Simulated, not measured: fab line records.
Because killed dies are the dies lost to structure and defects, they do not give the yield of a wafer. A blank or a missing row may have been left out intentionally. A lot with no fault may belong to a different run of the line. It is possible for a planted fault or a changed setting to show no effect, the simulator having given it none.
Which of the tools did it? | flow n5 finfet | 33 wafers from 11 lots sampled at 2 of the route's 1938 steps

## WHAT THE GAUGES READ, wafer by wafer
N5_MIM_TOP_LITHO_OVL_MEAS_11.
lot  | measured     | on         | MIM_TOP_OVL (nm)
L699 | day 11 19:44 | overlay-02 | -4 -1 -5
L700 | day 12 02:00 | overlay-01 | -1 2 8
L702 | day 13 03:44 | overlay-01 | 1 0 5
L703 | day 13 00:43 | overlay-02 | 1 -1 3
L705 | day 13 15:44 | overlay-02 | 0 0 7
L706 | day 13 18:21 | overlay-02 | 12 14 8
L708 | day 14 02:48 | overlay-02 | 2 4 11
L710 | day 15 03:22 | overlay-01 | -1 -1 4
L714 | day 16 13:45 | overlay-01 | -3 -3 -3
L718 | day 17 01:46 | overlay-01 | -6 -3 -2
L719 | day 17 00:44 | overlay-01 | -8 -5 -1

## EACH LOT AND THE TOOL THAT RAN IT (in order: tool; ch and the chambers of the sampled wafers; start)
lot  | N5_MOL_CONTACT_COAG_STRIP_98
L699 | rie diel-06 ch 0,1,3, day 4 16:23
L700 | rie diel-05 ch 0,1,3, day 4 22:07
L702 | rie diel-01 ch 1,2,3, day 5 09:31
L703 | rie diel-06 ch 0,3, day 5 14:31
L705 | rie diel-05 ch 1,2, day 6 09:01
L706 | rie diel-06 ch 1,2, day 6 09:29
L708 | rie diel-01 ch 0,2,3, day 6 23:38
L710 | rie diel-06 ch 0,1,3, day 7 11:56
L714 | rie diel-01 ch 0,1,3, day 8 13:18
L718 | rie diel-06 ch 0,1,2, day 9 12:11
L719 | rie diel-06 ch 0,1,3, day 9 17:15
- N5_MOL_CONTACT_COAG_STRIP_98: strips in N2/H2.

## WHAT THE TOOLS THEMSELVES READ (means of the sampled wafers that have a number; where no wafer has one, the mark that the record gives instead)
N5_MOL_CONTACT_COAG_STRIP_98.
lot  | tool        | chamber pressure mTorr (mTorr) | drypump motor current A (A) | n2 flow sccm (sccm) | oes product au (a.u.) | rf vpp V (V) | showerhead plenum p Torr (Torr) | throttle valve pct (%)
L699 | rie diel-06 | 49.96                          | 5.3                         | 300.0               | 0.81                  | 54.0         | 3.34                            | 18.67
L700 | rie diel-05 | 50.04                          | 6.0                         | 300.3               | 0.82                  | 55.0         | 3.47                            | 18.91
L702 | rie diel-01 | 50.04                          | 5.8                         | 300.2               | 0.73                  | 54.9         | 3.42                            | 19.15
L703 | rie diel-06 | 49.91                          | 5.5                         | 300.6               | 0.81                  | 53.8         | 3.35                            | 18.90
L705 | rie diel-05 | 50.01                          | 5.4                         | 299.7               | 0.74                  | 55.6         | 3.50                            | 19.06
L706 | rie diel-06 | 50.00                          | 5.7                         | 300.8               | 0.74                  | 54.2         | 3.39                            | 18.45
L708 | rie diel-01 | 50.03                          | 5.5                         | 299.1               | 0.78                  | 54.4         | 3.40                            | 18.94
L710 | rie diel-06 | 50.03                          | 5.3                         | 300.1               | 0.79                  | 52.9         | 3.33                            | 18.71
L714 | rie diel-01 | 49.96                          | 5.4                         | 300.4               | 0.83                  | 54.0         | 3.33                            | 18.81
L718 | rie diel-06 | 50.09                          | 5.5                         | 300.2               | 0.76                  | 53.1         | 3.35                            | 18.59
L719 | rie diel-06 | 49.95                          | 5.3                         | 300.5               | 0.77                  | 52.9         | 3.32                            | 18.72

## THE ANSWER, worked out from the rows above alone
Rule: the usual values come from the lots themselves. The widest of any qualifying gaps counts: lots, ordered by their means at a reading, are off when they make up no more than a third of the lots, leave a main group of 4 or more, and stand apart from it by 3 or more times the standard deviation of that group's means. A main group whose means are all the same, to the digits that the tables above print for the reading, isn't used. A lot without any number at a reading at which 4 lots or more have one is off too. Any other lot the step has rows for is counted as sound. After the gauges, taken in route order, come the tools' own readings; for these a lot's mean is taken, as printed above. The first step at which some lot is off is used, and at that step the reading that is off furthest; a lot without a number counts as furthest.
Across all readings shown, no lot is off: no conclusion can be drawn from this.

## WHAT THE SIMULATOR PUT IN
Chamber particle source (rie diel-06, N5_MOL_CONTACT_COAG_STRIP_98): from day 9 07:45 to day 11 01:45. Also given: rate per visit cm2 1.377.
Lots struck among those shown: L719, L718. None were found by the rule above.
